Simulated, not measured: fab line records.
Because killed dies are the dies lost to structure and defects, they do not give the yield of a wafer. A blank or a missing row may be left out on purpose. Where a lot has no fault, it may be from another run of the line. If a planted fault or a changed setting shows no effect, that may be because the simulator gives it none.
Split-lot trial -- flow n5 finfet -- on a route of 1938 steps: 7 lots, 21 wafers read

## THE SPLIT
At N5_SD_EPI_P_COAT_35 (time 60 s, resist thk 35 nm), the setting spin rpm was moved away from the recipe's 1500 rpm on 7 of the 21 wafers read, by -6.5% to +8.3%. This setting was run at the recipe's value on the other wafers.

## FROM THE SPLIT TO THE READING: what the file shows between them, 3 steps
- N5_SD_EPI_P_COAT_03: resist thk 150 nm
- N5_SD_EPI_P_EBR_05
- N5_SD_EPI_P_DESCUM_14: chemistry O2, time 7.9 s

## THE READING
CAR-ArF-block_of_SD_EPI_P_COAT_03.thk nm (the simulator's own value, which no gauge read), in nm, at N5_SD_EPI_P_ETCH_36 (etches SiARC in CF4, target depth 45.5 nm, time 75.8 s). There is no usual value for it anywhere in the file. The 14 wafers here that ran the recipe average 111.1 nm, standard deviation 0.49 nm.

wafer,"tool, chamber at the split","spin rpm as run, rpm",against the recipe,"CAR-ArF-block_of_SD_EPI_P_COAT_03.thk nm, nm",against lot-mates on the recipe
L077.1,"litho track-04, 0",1500,recipe,111.4,-
L077.2,"litho track-04, 0",1500,recipe,111.4,-
L077.4,"litho track-04, 0",1500,recipe,111.4,-
L082.1,"litho track-05, 0",1403,-6.5%,110.2,-1.2
L082.4,"litho track-05, 0",1403,-6.5%,110.6,-0.8
L082.5,"litho track-05, 0",1500,recipe,111.4,-
L085.1,"litho track-04, 0",1582,+5.5%,112,+1.6
L085.3,"litho track-04, 0",1582,+5.5%,111.2,+0.8
L085.4,"litho track-04, 0",1500,recipe,110.4,-
L086.2,"litho track-05, 0",1500,recipe,111.4,-
L086.5,"litho track-05, 0",1500,recipe,112,-
L086.6,"litho track-05, 0",1624,+8.3%,113.2,+1.5
L089.1,"litho track-04, 0",1500,recipe,110.2,-
L089.3,"litho track-04, 0",1500,recipe,110.4,-
L089.4,"litho track-04, 0",1500,recipe,110.8,-
L092.2,"litho track-05, 0",1500,recipe,111.2,-
L092.4,"litho track-05, 0",1500,recipe,110.8,-
L092.6,"litho track-05, 0",1500,recipe,111.4,-
L094.3,"litho track-04, 0",1547,+3.1%,111.2,+0.2
L094.5,"litho track-04, 0",1500,recipe,111,-
L094.6,"litho track-04, 0",1547,+3.1%,111.2,+0.2

THE FIT
A straight line over all 21 wafers: CAR-ArF-block_of_SD_EPI_P_COAT_03.thk nm changes by +0.141 nm for each +1% of spin rpm; r = +0.68; the points scatter about the line by 0.52 nm.
The same after taking each lot's own level away (the mean of its wafers on the recipe; 21 wafers): +0.171 nm for each +1%; r = +0.91; scatter 0.27 nm.
The reading moves by 1.4 nm for the largest change in spin rpm, on that fit.
Measured against the standard deviation above, the lots' own levels, which go from 110.40 to 111.70 nm, span 2.7 times it.
So the lot-to-lot level blurs the effect unless lot-mates are compared.
Check: for one of the wafers moved furthest among these (+8.3%), held out of the fit, the line's prediction against its lot-mates is +1.39 nm. Against them it came out at +1.5 nm.

## ADDITIONAL SPLITS CARRIED BY THESE WAFERS
Other splits were also applied to these wafers ahead of the reading. Each is held against what the fit with the lots' levels taken away leaves over:
other split on the same wafers,wafers away from the commonest value,r with CAR-ArF-block_of_SD_EPI_P_COAT_03.thk nm (lot level and that fit taken away)
N5_SD_EPI_N_PEB_07 peb temp c,9,-0.02
N5_SD_EPI_P_COAT_34 spin rpm,3,+0.06

## THE WHOLE CHAIN: every reading that the file lists as answering this split, in the file's order
step,what it does,reading,change (the file's fit),r (the file's)
N5_SD_EPI_P_COAT_35,"time 60 s, resist thk 35 nm","SiARC_of_SD_EPI_P_COAT_35.thk nm (the simulator's own value, which no gauge read)",-0.177 nm for each +1% of the setting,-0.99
N5_SD_EPI_P_ETCH_36,"etches SiARC in CF4, target depth 45.5 nm, time 75.8 s","etch.depth nm (the simulator's own value, which no gauge read)",-0.18 nm for each +1% of the setting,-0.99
N5_SD_EPI_P_ETCH_36,"etches SiARC in CF4, target depth 45.5 nm, time 75.8 s","CAR-ArF-block_of_SD_EPI_P_COAT_03.thk nm (the simulator's own value, which no gauge read)",+0.174 nm for each +1% of the setting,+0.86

## FILE'S OWN FIT
CAR-ArF-block_of_SD_EPI_P_COAT_03.thk nm changes by +0.174 nm for each +1% of spin rpm, r = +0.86.
